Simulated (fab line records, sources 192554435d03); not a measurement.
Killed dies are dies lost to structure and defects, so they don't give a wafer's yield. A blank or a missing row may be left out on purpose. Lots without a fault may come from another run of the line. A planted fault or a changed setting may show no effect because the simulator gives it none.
fab line records | flow n5_finfet
record lots=23 wafers=69 last_day=17
route steps=1938 shown BEOL_M13@1676 BEOL_M14@1716
lots that met no fault: from a run of the same line without faults
start_h: hours from the record's first day to the start of the lot's first wafer shown | wait_h: hours since the lot's step before | " the same as in the row above | L1.1+2: a row that stands for several wafers | - no value, or no start given | * or withheld: withheld | < > ~ a bound
route shown NAME@n: a module of which the file shows steps, and the number in the route of the first | usual: mean/standard deviation of fault-free wafers | same: alike in all rows | chamber/n: place in a boat | sites: the reading at each site | _std_site: their standard deviation | _edge_site: outer sites' mean less inner sites' | radius_mm: how far each site lies from the wafer's centre | mask NAME#n: copy n | behind: the tool/chamber that last shaped the wafer | hold: why the lot was held/for how many hours/how that ended | device: the transistor (n, p or np) that didn't switch | end of line: the same wafers' tests at the end of the route | a step without rows: its recipe alone | killed: dies lost to structure and defects at the first sort, not the wafer's yield | map: a wafer's dies, x killed, . not, _ none there
set.NAME: the setting as run; set.NAME@STEP: as run at that earlier step | model.NAME: the simulator's own value behind a step, which no gauge read
steps of the route over a sample of lots; a table a step, a row a wafer
services: from which hour (start_h, from the record's first day; less than 0 if before it) a tool's chamber was out of use, for how many hours, and why
## steps
# step N5_BEOL_M13_STRIP_64
# recipe chemistry=N2/H2 power_w=1000 temp_c=250 h2_frac=0.65 overash_fraction=0.3 pressure_mtorr=withheld n2_flow_sccm=1750 h2_flow_sccm=3250
# usual drypump_motor_current_A=5.51/0.26 heater_power_w=327/20 oes_product_au=0.715/0.0041 strip_time_to_endpoint_s=31.29/0.075
# same overash_fraction=0.3
# columns lot.wafer tool chamber start_h wait_h drypump_motor_current_A heater_power_w oes_product_au rf_hours_counter_h strip_time_to_endpoint_s
L074.1 plasma_asher-02 0 226.20 0.0 5.57 315 0.718 120 31.31
L074.3 " 0 " " 5.56 322 0.708 - 31.33
L074.5 " 1 " " 5.44 307 0.720 - 31.32
L075.2 plasma_asher-01 0 235.66 0.0 5.19 347 0.716 68 31.27
L075.4 " 1 " " 5.96 352 0.718 - 31.25
L075.6 " 0 " " 5.19 357 0.712 - 31.16
L076.2 plasma_asher-02 1 243.43 0.0 5.40 315 0.712 124 31.19
L076.4 " 0 " " 5.50 323 0.710 - 31.17
L076.6 " 1 " " 5.39 296 0.724 - 31.20
L077.1 plasma_asher-01 0 254.36 0.0 5.17 338 0.708 71 31.32
L077.2 " 1 " " 5.95 352 0.714 71 31.39
L077.6 " 1 " " 5.93 354 0.711 - 31.34
L078.1 plasma_asher-02 1 261.57 0.0 5.36 301 0.719 128 31.33
L078.4 " 1 " " 5.38 294 0.715 - 31.35
L078.6 " 1 " " 5.39 308 0.712 - 31.36
L079.1 plasma_asher-02 0 269.09 0.0 5.56 318 0.725 129 31.26
L079.2 " 1 " " 5.39 307 0.713 129 31.19
L079.3 " 0 " " 5.56 320 0.711 - 31.22
L080.1 plasma_asher-02 0 273.27 0.0 5.54 312 0.718 129 31.25
L080.5 " 0 " " 5.57 315 0.709 - 31.21
L080.6 " 1 " " 5.40 303 0.718 - 31.29
L081.1 plasma_asher-02 1 282.38 0.0 5.40 302 0.711 134 31.42
L081.5 " 1 " " 5.40 305 0.708 - 31.36
L081.6 " 0 " " 5.56 317 0.711 - 31.33
L083.1 plasma_asher-02 1 289.20 0.0 5.39 301 0.714 136 31.31
L083.2 " 0 " " 5.53 318 0.708 136 31.37
L083.5 " 1 " " 5.42 304 0.720 - 31.31
L082.1 plasma_asher-01 0 290.42 0.0 5.17 353 0.720 75 31.21
L082.3 " 1 " " 5.95 359 0.713 - 31.27
L082.5 " 1 " " 5.96 347 0.716 - 31.30
L085.1 plasma_asher-01 1 294.12 0.0 5.95 358 0.715 76 31.29
L085.2 " 0 " " 5.18 348 0.711 76 31.24
L085.6 " 1 " " 5.95 359 0.717 - 31.22
L084.1 plasma_asher-02 0 298.57 0.0 5.54 311 0.707 138 31.27
L084.3 " 0 " " 5.55 323 0.726 - 31.29
L084.4 " 1 " " 5.43 307 0.715 - 31.27
L086.1 plasma_asher-02 0 313.52 0.0 5.55 326 0.716 141 31.47
L086.3 " 1 " " 5.39 297 0.716 - 31.42
L086.5 " 1 " " 5.40 308 0.717 - 31.44
L087.1 plasma_asher-01 0 314.23 0.0 5.18 340 0.714 80 31.33
L087.2 " 1 " " 5.95 351 0.722 80 31.32
L087.3 " 1 " " 5.95 353 0.712 - 31.31
L088.3 plasma_asher-02 1 314.31 0.0 5.40 299 0.717 - 31.19
L088.5 " 1 " " 5.41 307 0.718 - 31.18
L088.6 " 0 " " 5.53 315 0.721 - 31.21
L090.2 plasma_asher-01 1 332.02 0.0 5.95 352 0.719 84 31.26
L090.4 " 0 " " 5.19 356 0.711 - 31.24
L090.6 " 1 " " 5.97 347 0.717 - 31.21
L091.1 plasma_asher-01 0 333.24 0.0 5.16 343 0.716 84 31.21
L091.2 " 1 " " 5.93 338 0.707 84 31.21
L091.6 " 0 " " 5.19 345 0.716 - 31.20
L092.1 plasma_asher-02 0 338.00 0.0 5.55 319 0.717 145 31.22
L092.2 " 1 " " 5.42 300 0.713 145 31.20
L092.3 " 1 " " 5.40 302 0.720 - 31.28
L095.1 plasma_asher-01 0 359.13 0.0 5.17 347 0.723 88 31.45
L095.3 " 1 " " 5.95 343 0.714 - 31.45
L095.6 " 0 " " 5.19 351 0.714 - 31.42
L094.2 plasma_asher-02 1 361.68 0.0 5.41 308 0.714 150 31.34
L094.3 " 1 " " 5.42 298 0.709 - 31.38
L094.5 " 0 " " 5.57 321 0.718 - 31.32
L093.1 plasma_asher-01 0 367.02 0.0 5.17 345 0.711 90 31.34
L093.2 " 1 " " 5.92 353 0.718 90 31.42
L093.3 " 1 " " 5.94 342 0.710 - 31.39
L096.2 plasma_asher-01 1 375.41 0.0 5.96 357 0.722 92 31.24
L096.3 " 0 " " 5.18 350 0.714 - 31.26
L096.6 " 1 " " 5.95 343 0.715 - 31.23
L097.1 plasma_asher-02 0 379.22 0.0 5.56 329 0.721 153 31.27
L097.3 " 1 " " 5.39 308 0.711 - 31.26
L097.6 " 0 " " 5.52 323 0.713 - 31.27
# step N5_BEOL_M13_DESCUM_33
# recipe chemistry=O2 time_s=7.9 source_power_w=50 bias_power_w=20 pressure_mtorr=20 rf_frequency_hz=2.712e+07 temp_c=40 o2_flow_sccm=225
# usual drypump_motor_current_A=5.8/0.36 oes_product_au=0.76/0.092 rf_vpp_V=243.1/1.4 showerhead_plenum_p_Torr=2.08/0.077 throttle_valve_pct=20.50/0.21
# same time_s=7.9
# columns lot.wafer tool chamber start_h wait_h drypump_motor_current_A oes_product_au rf_hours_counter_h rf_vpp_V showerhead_plenum_p_Torr throttle_valve_pct
L074.1 rie_diel-02 1 226.76 0.0 5.7 0.91 37 242.2 2.05 20.22
L074.3 " 0 " " 6.2 0.71 211 243.4 2.03 20.59
L074.5 " 2 " " 5.1 0.68 - 243.1 2.08 20.66
L075.2 rie_diel-01 1 237.24 1.1 5.5 0.72 209 243.2 2.07 20.58
L075.4 " 1 " " 5.5 0.71 - 243.4 2.07 20.58
L075.6 " 2 " " 6.3 0.73 - 240.2 1.99 20.34
L076.2 rie_diel-02 2 244.40 0.3 5.2 0.69 219 243.4 2.07 20.68
L076.4 " 0 " " 6.2 0.72 218 243.9 2.03 20.60
L076.6 " 3 " " 5.3 0.78 - 244.0 2.09 19.93
L077.1 rie_diel-01 0 255.05 0.0 5.7 0.68 246 242.2 2.08 20.55
L077.2 " 3 " " 5.4 0.70 196 241.4 2.08 20.51
L077.6 " 2 " " 6.2 0.73 - 240.7 1.99 20.33
L078.1 rie_diel-01 0 262.13 0.0 5.6 0.69 248 241.8 2.08 20.57
L078.4 " 3 " " 5.5 0.70 198 242.3 2.08 20.51
L078.6 " 1 " " 5.5 0.71 - 242.5 2.07 20.59
L079.1 rie_diel-03 1 269.78 0.0 6.2 0.73 190 245.4 2.14 20.65
L079.2 " 0 " " 5.7 0.71 209 244.1 2.19 20.73
L079.3 " 3 " " 5.7 0.71 216 242.1 1.99 20.55
L080.1 rie_diel-03 0 273.83 0.0 5.7 0.71 210 244.8 2.19 20.76
L080.5 " 3 " " 5.8 0.71 - 241.5 1.99 20.54
L080.6 " 2 " " 6.0 0.95 - 245.7 2.24 20.59
L081.1 rie_diel-02 1 282.99 0.1 5.8 0.87 57 242.3 2.04 20.26
L081.5 " 2 " " 5.2 0.67 - 242.3 2.07 20.69
L081.6 " 1 " " 5.8 0.89 - 241.2 2.04 20.25
L083.1 rie_diel-03 3 290.12 0.4 5.7 0.70 223 241.6 1.99 20.56
L083.2 " 0 " " 5.7 0.71 215 243.4 2.19 20.76
L083.5 " 2 " " 6.0 0.93 - 245.8 2.23 20.57
L082.1 rie_diel-01 2 291.11 0.2 6.3 0.72 192 241.2 1.98 20.36
L082.3 " 1 " " 5.5 0.70 230 242.1 2.06 20.62
L082.5 " 3 " " 5.4 0.70 - 243.4 2.07 20.53
L085.1 rie_diel-01 2 294.80 0.0 6.3 0.72 194 241.0 1.98 20.38
L085.2 " 3 " " 5.4 0.70 211 242.2 2.07 20.54
L085.6 " 1 " " 5.4 0.70 - 244.1 2.06 20.61
L084.1 rie_diel-01 2 299.25 0.0 6.2 0.72 195 241.5 1.98 20.36
L084.3 " 3 " " 5.4 0.69 212 243.5 2.07 20.53
L084.4 " 0 " " 5.6 0.99 1 243.7 2.08 20.07
L086.1 rie_diel-03 2 314.21 0.2 6.0 0.92 30 245.2 2.23 20.61
L086.3 " 0 " " 5.7 0.70 223 243.7 2.18 20.78
L086.5 " 1 " " 6.2 0.72 - 244.4 2.13 20.67
L087.1 rie_diel-01 2 314.79 0.0 6.3 0.71 199 242.6 1.98 20.37
L087.2 " 0 " " 5.6 0.96 6 244.8 2.08 20.07
L087.3 " 3 " " 5.4 0.69 217 242.9 2.07 20.54
L088.3 rie_diel-03 2 314.98 0.0 6.0 0.92 30 245.6 2.23 20.59
L088.5 " 2 " " 6.0 0.91 - 245.3 2.23 20.60
L088.6 " 1 " " 6.2 0.72 - 244.3 2.13 20.67
L090.2 rie_diel-02 2 332.73 0.1 5.2 0.66 248 243.3 2.06 20.72
L090.4 " 3 " " 5.3 0.74 135 244.2 2.08 19.98
L090.6 " 1 " " 5.8 0.85 - 242.4 2.04 20.29
L091.1 rie_diel-03 3 333.80 0.0 5.7 0.69 237 241.3 1.98 20.59
L091.2 " 0 " " 5.7 0.70 229 244.9 2.18 20.79
L091.6 " 2 " " 6.0 0.91 - 243.8 2.23 20.61
L092.1 rie_diel-02 1 338.57 0.0 5.7 0.85 74 243.3 2.04 20.29
L092.2 " 3 " " 5.4 0.75 137 242.7 2.08 19.98
L092.3 " 0 " " 6.3 0.70 249 243.8 2.02 20.66
L095.1 rie_diel-03 0 359.73 0.1 5.7 0.70 236 244.1 2.18 20.78
L095.3 " 1 " " 6.2 0.72 217 245.0 2.13 20.68
L095.6 " 2 " " 6.0 0.90 - 246.4 2.23 20.62
L094.2 rie_diel-01 2 362.24 0.0 6.2 0.70 213 244.1 1.98 20.40
L094.3 " 3 " " 5.4 0.68 231 241.7 2.06 20.58
L094.5 " 0 " " 5.6 0.93 - 244.1 2.08 20.09
L093.1 rie_diel-01 0 367.68 0.1 5.6 0.92 22 243.6 2.07 20.09
L093.2 " 3 " " 5.4 0.68 233 243.2 2.06 20.57
L093.3 " 2 " " 6.3 0.70 215 241.4 1.97 20.39
L096.2 rie_diel-03 1 376.01 0.1 6.2 0.71 221 244.8 2.12 20.70
L096.3 " 2 " " 6.0 0.88 47 244.5 2.23 20.62
L096.6 " 3 " " 5.8 0.68 - 242.1 1.98 20.62
L097.1 rie_diel-02 0 379.78 0.0 6.3 1.00 4 243.6 2.01 20.11
L097.3 " 2 " " 5.2 0.93 9 242.6 2.06 20.53
L097.6 " 1 " " 5.7 0.84 - 242.6 2.03 20.30
# step N5_BEOL_M13_ETCH_68
# recipe chemistry=N2/H2 target=SOC mask_material=SiARC source_w=3000 bias_w=350 temp_c=40 time_s=355 ion_energy_ev=200 pressure_mtorr=30 n2_flow_sccm=200 h2_flow_sccm=200
# usual bias_w=350.0/1 drypump_motor_current_A=5.8/0.36 oes_product_au=0.76/0.088 rf_vpp_V=523.4/2.6 showerhead_plenum_p_Torr=2.53/0.085 throttle_valve_pct=17.85/0.3
# same time_s=355
# columns lot.wafer tool chamber start_h wait_h bias_w drypump_motor_current_A oes_product_au rf_hours_counter_h rf_vpp_V showerhead_plenum_p_Torr throttle_valve_pct
L074.1 rie_diel-02 1 226.95 0.1 351.0 5.8 0.90 37 521.6 2.48 17.46
L074.3 " 0 " " 349.8 6.3 0.72 211 522.0 2.54 18.47
L074.5 " 2 " " 350.1 5.2 0.69 - 523.3 2.52 17.96
L075.2 rie_diel-01 1 237.43 0.1 351.4 5.5 0.72 209 522.6 2.51 17.90
L075.4 " 1 " " 349.9 5.5 0.72 - 523.0 2.51 17.92
L075.6 " 2 " " 350.8 6.2 0.74 - 521.2 2.45 18.01
L076.2 rie_diel-02 2 244.58 0.1 350.6 5.1 0.68 219 522.6 2.52 17.98
L076.4 " 0 " " 349.4 6.3 0.71 218 522.0 2.54 18.50
L076.6 " 3 " " 348.3 5.3 0.79 - 524.0 2.55 17.37
L077.1 rie_diel-01 0 255.23 0.1 350.0 5.6 0.69 246 523.2 2.50 17.64
L077.2 " 3 " " 349.0 5.4 0.71 197 522.8 2.52 17.87
L077.6 " 2 " " 351.3 6.3 0.74 - 519.8 2.45 18.03
L078.1 rie_diel-01 0 262.31 0.1 348.5 5.6 0.69 248 521.3 2.50 17.65
L078.4 " 3 " " 349.7 5.4 0.71 198 521.8 2.52 17.86
L078.6 " 1 " " 351.7 5.5 0.71 - 524.3 2.51 17.93
L079.1 rie_diel-03 1 269.96 0.1 351.2 6.2 0.73 190 527.0 2.63 18.14
L079.2 " 0 " " 349.4 5.7 0.70 209 526.0 2.63 17.79
L079.3 " 3 " " 349.7 5.8 0.71 216 519.9 2.39 17.62
L080.1 rie_diel-03 0 274.01 0.1 349.8 5.7 0.70 210 527.1 2.62 17.80
L080.5 " 3 " " 349.6 5.8 0.71 - 520.8 2.38 17.66
L080.6 " 2 " " 350.6 6.0 0.94 - 528.0 2.68 17.65
L081.1 rie_diel-02 1 283.17 0.1 350.9 5.8 0.87 57 522.0 2.47 17.51
L081.5 " 2 " " 351.3 5.1 0.67 - 523.5 2.51 17.98
L081.6 " 1 " " 350.6 5.8 0.87 - 523.0 2.47 17.52
L083.1 rie_diel-03 3 290.30 0.1 350.0 5.7 0.71 223 519.8 2.38 17.65
L083.2 " 0 " " 348.6 5.7 0.70 216 525.7 2.62 17.82
L083.5 " 2 " " 349.1 6.0 0.92 - 528.1 2.68 17.65
L082.1 rie_diel-01 2 291.29 0.1 351.5 6.2 0.73 192 520.8 2.44 18.06
L082.3 " 1 " " 350.7 5.5 0.70 230 523.5 2.50 17.93
L082.5 " 3 " " 349.5 5.4 0.71 - 523.6 2.52 17.88
L085.1 rie_diel-01 2 294.99 0.1 351.6 6.3 0.73 194 521.4 2.44 18.06
L085.2 " 3 " " 348.7 5.5 0.71 211 523.7 2.52 17.89
L085.6 " 1 " " 348.4 5.5 0.70 - 523.5 2.50 17.95
L084.1 rie_diel-01 2 299.43 0.1 350.2 6.2 0.73 195 521.6 2.44 18.05
L084.3 " 3 " " 350.0 5.5 0.70 212 523.2 2.51 17.87
L084.4 " 0 " " 350.8 5.6 0.99 1 523.9 2.50 17.13
L086.1 rie_diel-03 2 314.40 0.1 350.4 6.0 0.91 30 528.4 2.67 17.67
L086.3 " 0 " " 349.5 5.7 0.70 223 526.7 2.62 17.82
L086.5 " 1 " " 349.3 6.3 0.73 - 526.5 2.62 18.17
L087.1 rie_diel-01 2 314.97 0.1 350.5 6.3 0.72 200 520.5 2.44 18.05
L087.2 " 0 " " 350.0 5.6 0.96 6 522.6 2.50 17.14
L087.3 " 3 " " 349.7 5.4 0.70 218 523.2 2.51 17.90
L088.3 rie_diel-03 2 315.16 0.1 349.0 6.0 0.90 30 527.8 2.67 17.68
L088.5 " 2 " " 348.8 6.0 0.91 - 529.3 2.67 17.66
L088.6 " 1 " " 351.0 6.3 0.72 - 525.0 2.62 18.17
L090.2 rie_diel-02 2 332.91 0.1 351.5 5.1 0.66 249 523.0 2.50 18.02
L090.4 " 3 " " 348.8 5.4 0.76 135 524.1 2.54 17.41
L090.6 " 1 " " 350.3 5.8 0.84 - 521.0 2.46 17.55
L091.1 rie_diel-03 3 333.98 0.1 349.3 5.8 0.70 237 519.7 2.38 17.68
L091.2 " 0 " " 349.0 5.7 0.70 229 527.3 2.62 17.84
L091.6 " 2 " " 350.0 6.0 0.90 - 528.7 2.67 17.70
L092.1 rie_diel-02 1 338.75 0.1 349.9 5.8 0.83 74 520.7 2.46 17.52
L092.2 " 3 " " 349.3 5.3 0.74 137 522.6 2.53 17.42
L092.3 " 0 " " 350.4 6.2 0.69 249 523.3 2.53 18.55
L095.1 rie_diel-03 0 359.91 0.1 348.1 5.7 0.68 237 525.6 2.61 17.84
L095.3 " 1 " " 351.6 6.3 0.72 217 525.4 2.62 18.19
L095.6 " 2 " " 350.3 6.0 0.89 - 529.2 2.67 17.67
L094.2 rie_diel-01 2 362.42 0.1 349.7 6.3 0.72 213 519.0 2.43 18.09
L094.3 " 3 " " 346.1 5.4 0.69 231 521.6 2.51 17.93
L094.5 " 0 " " 351.4 5.7 0.92 - 522.3 2.49 17.16
L093.1 rie_diel-01 0 367.86 0.1 350.2 5.7 0.92 22 523.0 2.49 17.17
L093.2 " 3 " " 349.8 5.4 0.68 233 522.7 2.51 17.91
L093.3 " 2 " " 348.0 6.3 0.71 215 520.9 2.43 18.09
L096.2 rie_diel-03 1 376.19 0.1 350.9 6.3 0.71 221 525.5 2.62 18.19
L096.3 " 2 " " 349.9 6.0 0.88 47 528.2 2.67 17.68
L096.6 " 3 " " 351.6 5.7 0.69 - 519.3 2.37 17.70
L097.1 rie_diel-02 0 379.96 0.1 350.1 6.2 0.98 4 521.9 2.52 18.00
L097.3 " 2 " " 350.2 5.1 0.93 9 524.2 2.50 17.74
L097.6 " 1 " " 350.4 5.8 0.82 - 520.3 2.46 17.57
# step N5_BEOL_M13_DEGAS_41
# recipe ambient=vacuum temp_c=250 time_s=60
# usual heater_power_w=336/31 susceptor_temp_C=250.00/0.19
# same time_s=60
# columns lot.wafer tool chamber start_h wait_h heater_power_w susceptor_temp_C
L074.1 pvd_sputter-03 - 228.15 0.1 342 249.96
L074.3 " - " " 320 250.07
L074.5 " - " " 317 250.11
L075.2 pvd_sputter-01 - 242.97 1.9 369 249.81
L075.4 " - " " 345 249.78
L075.6 " - " " 366 249.89
L076.2 pvd_sputter-02 - 246.65 0.2 359 250.00
L076.4 " - " " 328 249.93
L076.6 " - " " 340 249.82
L077.1 pvd_sputter-02 - 259.96 0.3 354 250.04
L077.2 " - " " 389 250.12
L077.6 " - " " 279 250.04
L078.1 pvd_sputter-03 - 263.34 0.3 303 250.07
L078.4 " - " " 316 250.49
L078.6 " - " " 335 249.80
L079.1 pvd_sputter-01 - 270.99 0.2 369 249.89
L079.2 " - " " 303 250.16
L079.3 " - " " 345 249.69
L080.1 pvd_sputter-02 - 274.76 0.0 282 250.42
L080.5 " - " " 272 250.22
L080.6 " - " " 387 249.79
L081.1 pvd_sputter-02 - 284.02 0.2 351 250.24
L081.5 " - " " 385 250.02
L081.6 " - " " 353 250.31
L083.1 pvd_sputter-02 - 291.30 0.1 383 249.83
L083.2 " - " " 321 250.00
L083.5 " - " " 355 249.82
L082.1 pvd_sputter-02 - 293.77 1.7 327 249.65
L082.3 " - " " 270 249.74
L082.5 " - " " 316 249.94
L085.1 pvd_sputter-01 - 295.70 0.0 355 250.04
L085.2 " - " " 356 250.10
L085.6 " - " " 356 250.01
L084.1 pvd_sputter-02 - 301.16 0.6 392 249.95
L084.3 " - " " 317 249.91
L084.4 " - " " 279 250.06
L087.1 pvd_sputter-01 - 318.42 1.7 299 249.96
L087.2 " - " " 371 249.93
L087.3 " - " " 355 250.14
L086.1 pvd_sputter-01 - 319.50 0.3 351 250.19
L086.3 " - " " 378 249.93
L086.5 " - " " 304 250.02
L088.3 pvd_sputter-01 - 320.48 0.2 367 250.08
L088.5 " - " " 300 250.20
L088.6 " - " " 353 250.05
L090.2 pvd_sputter-02 - 341.48 0.2 352 249.88
L090.4 " - " " 327 250.18
L090.6 " - " " 352 249.84
L091.1 pvd_sputter-02 - 342.84 0.2 325 249.66
L091.2 " - " " 384 250.06
L091.6 " - " " 273 249.80
L092.1 pvd_sputter-01 - 342.93 0.3 357 250.22
L092.2 " - " " 374 249.60
L092.3 " - " " 353 250.04
L095.1 pvd_sputter-03 - 364.49 0.3 292 250.06
L095.3 " - " " 330 249.89
L095.6 " - " " 329 250.24
L094.2 pvd_sputter-01 - 364.71 0.4 355 249.84
L094.3 " - " " 304 250.23
L094.5 " - " " 368 249.98
L093.1 pvd_sputter-03 - 369.27 0.3 324 250.06
L093.2 " - " " 324 249.81
L093.3 " - " " 302 250.12
L096.2 pvd_sputter-01 - 377.27 0.4 348 249.71
L096.3 " - " " 371 249.95
L096.6 " - " " 346 249.88
L097.1 pvd_sputter-02 - 382.09 0.4 318 249.99
L097.3 " - " " 388 250.08
L097.6 " - " " 327 249.95
# step N5_BEOL_M14_ILD_DEP_00
# recipe material=SiO2 target_thk_a=11193 temp_c=400 precursor=TEOS/O2 pressure_torr=6.5 rf_w=900 teos_flow_sccm=161.4 gas=O2 flow_sccm=2650 time_s=237.4
# usual heater_power_w=516/65 showerhead_plenum_p_Torr=8.34/0.036 susceptor_temp_C=400.01/0.24 throttle_valve_pct=18.4/0.87
# same time_s=237.4
# columns lot.wafer tool chamber start_h wait_h heater_power_w showerhead_plenum_p_Torr susceptor_temp_C throttle_valve_pct
L074.1 pecvd-01 1 229.82 0.0 501 8.29 399.80 18.7
L074.3 " 1 " " 420 8.28 399.89 19.0
L074.5 " 1 " " 540 8.28 399.57 18.7
L075.2 pecvd-01 2 244.27 0.0 505 8.34 400.13 17.3
L075.4 " 2 " " 562 8.35 399.70 17.1
L075.6 " 2 " " 603 8.35 399.81 17.1
L076.2 pecvd-02 0 248.04 0.0 502 8.33 399.63 20.2
L076.4 " 2 " " 413 8.36 399.69 18.4
L076.6 " 0 " " 537 8.34 399.93 20.3
L077.1 pecvd-01 0 261.27 0.0 528 8.41 399.80 17.7
L077.2 " 2 " " 459 8.34 400.27 17.0
L077.6 " 2 " " 554 8.35 400.16 17.2
L078.1 pecvd-01 0 264.90 0.0 483 8.38 400.18 17.8
L078.4 " 2 " " 459 8.34 400.29 17.1
L078.6 " 0 " " 531 8.38 399.99 17.7
L079.1 pecvd-03 1 272.63 0.0 481 8.31 399.85 18.2
L079.2 " 2 " " 716 8.33 400.29 18.4
L079.3 " 0 " " 564 8.31 399.71 18.7
L080.1 pecvd-02 0 276.19 0.0 542 8.34 400.01 20.2
L080.5 " 0 " " 396 8.33 400.34 20.6
L080.6 " 1 " " 480 8.36 400.34 18.8
L081.1 pecvd-01 0 285.32 0.0 468 8.40 399.67 17.7
L081.5 " 0 " " 517 8.39 399.84 17.7
L081.6 " 2 " " 547 8.38 399.85 17.4
L083.1 pecvd-01 2 293.17 0.0 588 8.36 399.81 17.1
L083.2 " 0 " " 484 8.38 399.84 17.7
L083.5 " 2 " " 460 8.36 400.13 17.1
L082.1 pecvd-01 2 295.33 0.0 577 8.36 399.48 17.2
L082.3 " 1 " " 550 8.28 399.97 18.7
L082.5 " 0 " " 415 8.38 400.05 17.6
L085.1 pecvd-02 1 298.17 0.0 604 8.37 400.30 18.8
L085.2 " 0 " " 480 8.36 400.15 20.0
L085.6 " 2 " " 407 8.35 400.11 18.3
L084.1 pecvd-03 0 302.46 0.0 621 8.30 400.00 18.4
L084.3 " 1 " " 498 8.33 399.80 18.2
L084.4 " 1 " " 556 8.31 400.52 17.9
L087.1 pecvd-03 1 320.02 0.0 520 8.34 399.84 18.2
L087.2 " 0 " " 607 8.32 399.79 18.6
L087.3 " 2 " " 554 8.31 400.09 18.5
L086.1 pecvd-01 2 321.10 0.0 447 8.34 400.04 16.9
L086.3 " 0 " " 464 8.39 400.10 17.5
L086.5 " 2 " " 524 8.36 399.86 17.2
L088.3 pecvd-02 1 322.51 0.1 479 8.37 399.92 18.8
L088.5 " 0 " " 408 8.32 399.99 20.1
L088.6 " 1 " " 557 8.37 400.13 18.8
L090.2 pecvd-02 1 342.78 0.0 491 8.38 400.08 19.0
L090.4 " 0 " " 487 8.36 400.33 20.3
L090.6 " 1 " " 567 8.37 400.09 19.0
L091.1 pecvd-03 1 346.00 0.0 449 8.33 399.81 18.4
L091.2 " 0 " " 577 8.32 399.93 18.7
L091.6 " 1 " " 543 8.31 399.86 18.1
L092.1 pecvd-01 0 346.18 0.0 507 8.41 400.20 17.6
L092.2 " 2 " " 564 8.36 400.18 17.3
L092.3 " 1 " " 438 8.29 400.18 18.6
L095.1 pecvd-01 0 365.80 0.0 500 8.41 400.14 17.9
L095.3 " 1 " " 463 8.31 399.82 19.0
L095.6 " 2 " " 453 8.35 399.21 17.2
L094.2 pecvd-02 2 366.01 0.0 543 8.36 399.81 18.3
L094.3 " 1 " " 537 8.38 399.53 18.7
L094.5 " 1 " " 575 8.37 400.07 18.8
L093.1 pecvd-02 1 371.93 0.0 617 8.36 400.17 18.6
L093.2 " 2 " " 465 8.34 400.05 18.3
L093.3 " 0 " " 526 8.33 399.75 20.2
L096.2 pecvd-01 0 378.89 0.0 516 8.41 399.87 17.6
L096.3 " 1 " " 543 8.30 400.46 18.9
L096.6 " 1 " " 436 8.32 399.98 18.7
L097.1 pecvd-01 0 383.64 0.0 558 8.39 399.93 17.6
L097.3 " 2 " " 530 8.35 400.40 17.2
L097.6 " 0 " " 400 8.38 399.93 17.8
# step N5_BEOL_M14_INSPECT_12
# recipe mode=adi inspect_instrument=macro
# usual raw_defect_count=1.9/1.4
# columns lot.wafer tool chamber start_h wait_h raw_defect_count
L074.1 defect_inspect-01 - 230.68 0.0 2
L074.3 " - " " 1
L074.5 " - " " 0
L075.2 defect_inspect-02 - 245.02 0.0 0
L075.4 " - " " 1
L075.6 " - " " 4
L076.2 defect_inspect-01 - 249.42 0.0 2
L076.4 " - " " 2
L076.6 " - " " 0
L077.1 defect_inspect-02 - 261.94 0.0 2
L077.2 " - " " 4
L077.6 " - " " 1
L078.1 defect_inspect-01 - 265.45 0.0 0
L078.4 " - " " 1
L078.6 " - " " 1
L079.1 defect_inspect-01 - 273.31 0.0 1
L079.2 " - " " 2
L079.3 " - " " 4
L080.1 defect_inspect-01 - 276.86 0.0 5
L080.5 " - " " 4
L080.6 " - " " 3
L081.1 defect_inspect-02 - 285.87 0.0 2
L081.5 " - " " 1
L081.6 " - " " 2
L083.1 defect_inspect-02 - 293.72 0.0 3
L083.2 " - " " 3
L083.5 " - " " 1
L082.1 defect_inspect-01 - 296.00 0.0 1
L082.3 " - " " 2
L082.5 " - " " 1
L085.1 defect_inspect-02 - 298.72 0.0 0
L085.2 " - " " 6
L085.6 " - " " 3
L084.1 defect_inspect-02 - 303.01 0.0 5
L084.3 " - " " 3
L084.4 " - " " 4
L087.1 defect_inspect-02 - 320.57 0.0 2
L087.2 " - " " 2
L087.3 " - " " 3
L086.1 defect_inspect-01 - 321.65 0.0 0
L086.3 " - " " 0
L086.5 " - " " 5
L088.3 defect_inspect-01 - 323.07 0.0 2
L088.5 " - " " 4
L088.6 " - " " 1
L090.2 defect_inspect-01 - 343.33 0.0 1
L090.4 " - " " 0
L090.6 " - " " 3
L091.1 defect_inspect-02 - 346.67 0.0 2
L091.2 " - " " 2
L091.6 " - " " 3
L092.1 defect_inspect-01 - 346.86 0.0 0
L092.2 " - " " 3
L092.3 " - " " 3
L095.1 defect_inspect-01 - 366.48 0.0 1
L095.3 " - " " 3
L095.6 " - " " 1
L094.2 defect_inspect-02 - 366.57 0.0 0
L094.3 " - " " 0
L094.5 " - " " 3
L093.1 defect_inspect-01 - 372.48 0.0 6
L093.2 " - " " 1
L093.3 " - " " 6
L096.2 defect_inspect-01 - 379.45 0.0 0
L096.3 " - " " 0
L096.6 " - " " 2
L097.1 defect_inspect-02 - 384.19 0.0 4
L097.3 " - " " 1
L097.6 " - " " 0
## services
# columns tool chamber start_h hours kind
pecvd-03 - 221.28 2.8 pm
pecvd-02 - 225.45 14.6 pm
pecvd-01 0 226.24 23.5 repair
pecvd-01 2 233.26 6.5 repair
rie_diel-03 - 234.90 15.6 pm
pecvd-01 - 237.10 5.5 pm
pecvd-01 - 246.30 0.3 repair
plasma_asher-02 - 247.42 2.8 pm
pvd_sputter-01 - 252.79 1.5 repair
pecvd-01 - 265.34 11.7 repair
rie_diel-01 0 270.83 - clean
rie_diel-01 0 270.83 - consumable_replace:focus_ring
rie_diel-01 0 270.83 24.0 scheduled_down
rie_diel-01 0 270.83 24.0 vent_cycle
plasma_asher-01 - 272.13 15.6 pm
rie_diel-01 - 300.50 2.8 pm
pecvd-02 2 305.69 20.6 repair
pecvd-03 1 333.33 3.7 repair
rie_diel-01 1 356.71 - clean
rie_diel-01 1 356.71 - consumable_replace:focus_ring
rie_diel-01 1 356.71 25.9 scheduled_down
rie_diel-01 1 356.71 25.9 vent_cycle
rie_diel-03 3 379.49 - clean
pvd_sputter-02 - 382.78 4.8 repair
## key
fault none
